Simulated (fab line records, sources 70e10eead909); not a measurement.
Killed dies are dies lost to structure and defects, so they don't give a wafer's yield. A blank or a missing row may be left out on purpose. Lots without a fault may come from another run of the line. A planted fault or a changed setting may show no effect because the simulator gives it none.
Chamber matching | flow nand_harc | NHARC_A_M0_DESCUM_14 on rie_diel-10: 4 sister chambers
The step chemistry O2, time 3 s. 14 wafers are shown with their chamber, then 7 later ones without.

WAFERS WITH THEIR CHAMBER
wafer  | chamber | showerhead_plenum_p_Torr (Torr) | drypump_motor_current_A (A) | throttle_valve_pct (%)
L686.2 | 2       | 1.79                            | 6.3                         | 11.311
L686.3 | 3       | 1.96                            | 5.6                         | 11.307
L686.6 | 3       | 1.96                            | 5.6                         | 11.319
L688.2 | 2       | 1.79                            | 6.3                         | 11.315
L688.5 | 3       | 1.96                            | 5.6                         | 11.311
L688.6 | 0       | 1.87                            | 5.5                         | 11.312
L690.1 | 3       | 1.96                            | 5.6                         | 11.310
L690.2 | 1       | 1.86                            | 5.8                         | 11.331
L690.4 | 2       | 1.79                            | 6.3                         | 11.316
L699.2 | 3       | 1.95                            | 5.6                         | 11.299
L699.3 | 0       | 1.86                            | 5.6                         | 11.303
L699.4 | 2       | 1.79                            | 6.3                         | 11.315
L707.1 | 2       | 1.79                            | 6.3                         | 11.301
L707.2 | 3       | 1.95                            | 5.6                         | 11.318

SIGNATURES (means of the wafers above)
reading                  | chamber 0 | chamber 1 | chamber 2 | chamber 3 | scatter within a chamber
showerhead_plenum_p_Torr | 1.8650    | 1.8600    | 1.7900    | 1.9567    | 0.00428
drypump_motor_current_A  | 5.550     | 5.800     | 6.300     | 5.600     | 0.0224
throttle_valve_pct       | 11.30750  | 11.33100  | 11.31160  | 11.31067  | 0.00685
Rule: a wafer's distance from a chamber is the root of the sum, over the readings, of the square of ((its reading less the chamber's mean) divided by the reading's scatter). The wafer belongs to the nearest chamber; if the next one is less than 2 further off, it can't be placed. The scatter: the root of (the sum of the squares of (reading less its chamber's mean) over the shown wafers, divided by (wafers less chambers)).

WAFERS WITHOUT THEIR CHAMBER
wafer  | showerhead_plenum_p_Torr (Torr) | drypump_motor_current_A (A) | throttle_valve_pct (%)
L707.4 | 1.86                            | 5.6                         | 11.308
L708.1 | 1.86                            | 5.9                         | 11.317
L708.3 | 1.86                            | 5.6                         | 11.313
L708.6 | 1.95                            | 5.6                         | 11.310
L709.1 | 1.95                            | 5.6                         | 11.303
L709.2 | 1.86                            | 5.8                         | 11.303
L709.5 | 1.86                            | 5.6                         | 11.304

WHICH CHAMBER EACH WENT THROUGH
wafer  | from the rows above | in truth
L707.4 | 0                   | 0
L708.1 | 1                   | 1
L708.3 | 0                   | 0
L708.6 | 3                   | 3
L709.1 | 3                   | 3
L709.2 | 1                   | 1
L709.5 | 0                   | 0
Placed correctly: 7 of 7. Can't be placed from these rows: 0. Placed wrongly: 0.
